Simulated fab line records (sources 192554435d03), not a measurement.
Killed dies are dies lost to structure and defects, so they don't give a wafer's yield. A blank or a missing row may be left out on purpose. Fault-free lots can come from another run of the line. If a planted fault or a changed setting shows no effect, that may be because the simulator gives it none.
2 desks looking at one fault    flow n5-finfet    only its own numbers are on each desk; what lay behind them is given at the end

TOOL OWNER'S DESK, rie-diel-02
The tool's own readings at N5_BEOL_M0_SAQP_ETCH_107 (etches SiNx in CH3F/O2, target depth 30 nm): means of the sampled wafers that have a number, for each lot that ran on this tool. If a lot's mean is further than 4 standard deviations from the usual mean, the lot is out of limits and carries the mark OUT (the distance appears in the brackets). 7 of its 8 readings are shown: the first one out of limits and those lying furthest out on some lot.
Columns: A = drypump-motor-current-A at N5_BEOL_M0_SAQP_ETCH_107, usual 5.9 A; B = oes_f_703_au at N5_BEOL_M0_SAQP_ETCH_107, usual 0.81 a.u.; C = oes-product-au at N5_BEOL_M0_SAQP_ETCH_107, usual 0.80 a.u.; D = rf-fwd-power-W at N5_BEOL_M0_SAQP_ETCH_107, usual 391.3 W; E = rf-vpp-V at N5_BEOL_M0_SAQP_ETCH_107, usual 295 V; F = showerhead-plenum-p-Torr at N5_BEOL_M0_SAQP_ETCH_107, usual 2.00 Torr; G = throttle-valve-pct at N5_BEOL_M0_SAQP_ETCH_107, usual 16.30 %
lot   first seen here  A    B     C     D                E               F     G
L981  day 6 08:53      6.1  0.80  0.78  389.7            297             1.95  16.45
L984  day 7 03:42      6.3  0.68  0.68  391.0            297             1.94  16.68
L987  day 7 16:31      5.8  1.14  0.91  486.0 (+56) OUT  267 (-6.6) OUT  1.94  16.28
L989  day 8 11:28      5.7  1.15  0.92  484.6 (+55) OUT  264 (-7.2) OUT  1.95  16.44
L995  day 11 08:01     5.4  0.80  0.80  389.9            290             1.94  16.52
L996  day 11 11:37     5.7  0.76  0.75  390.3            293             1.92  16.54
This desk's finding: out of limits on L987, L989; first on L987, day 7 16:31 (rf-fwd-power-W at N5_BEOL_M0_SAQP_ETCH_107). L981, L984, L995, L996: within limits.

METROLOGY DESK
Lot by lot, what the gauges showed, no matter which tool ran the lot: averages of those sampled wafers that carry a number. If a lot's mean is further than 4 standard deviations from the usual mean, the lot is out of limits and carries the mark OUT (the distance appears in the brackets). Of its 11 readings 7 are shown: those that lie furthest out on some lot.
Columns: A = cd-nm at N5_BEOL_M0_SAQP_CD_MEAS_40, usual 29.96 nm; B = DIBL_N at N5_BEOL_M4_RC_MEAS_101, usual 37.2 mV/V; C = DIBL_P at N5_BEOL_M4_RC_MEAS_101, usual 37.3 mV/V; D = IOFF_P at N5_BEOL_M4_RC_MEAS_101, usual 0.24 nA/um; E = ION_N at N5_BEOL_M4_RC_MEAS_101, usual 680 uA/um; F = ION_P at N5_BEOL_M4_RC_MEAS_101, usual 466 uA/um; G = SS_N at N5_BEOL_M4_RC_MEAS_101, usual 71.8 mV/dec
lot   first seen here  A      B     C     D     E    F    G
L981  day 6 10:21      29.97  39.1  39.6  0.27  702  474  72.3
L982  day 6 14:47      29.98  36.9  34.5  0.18  662  455  71.6
L984  day 7 05:01      29.67  35.2  35.0  0.21  672  464  71.3
L987  day 7 17:49      29.99  34.9  35.6  0.25  681  475  71.6
L989  day 8 12:58      29.95  40.5  38.5  0.26  690  466  72.4
L995  day 11 09:21     30.28  39.5  40.5  0.30  680  474  73.0
L999  day 11 12:10     29.76  36.7  37.6  0.22  683  463  71.9
L996  day 11 13:21     30.03  36.1  38.5  0.25  683  474  72.2
L101  day 12 01:30     30.37  37.8  37.3  0.26  676  464  72.1
This desk found nothing out of limits on any of the 9 lots.

PUT TOGETHER
On L987, L989, at day 7 16:31, an alarm was possible from the tool owner's desk.
Metrology desk: nothing out of limits seen.
The metrology desk has L987, L989 on record, within its limits.
All the named lots went through N5_BEOL_M0_SAQP_ETCH_107 on rie-diel-02.

WHAT HAD BEEN PUT IN BY THE SIMULATOR
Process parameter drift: rie-diel-02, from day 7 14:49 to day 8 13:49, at N5_BEOL_M0_SAQP_ETCH_107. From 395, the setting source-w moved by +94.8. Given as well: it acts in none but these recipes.
Lots struck among those shown: L987, L989.
Time in hours from fault onset to the first out-of-limits reading at each desk: the tool owner's desk, 2.
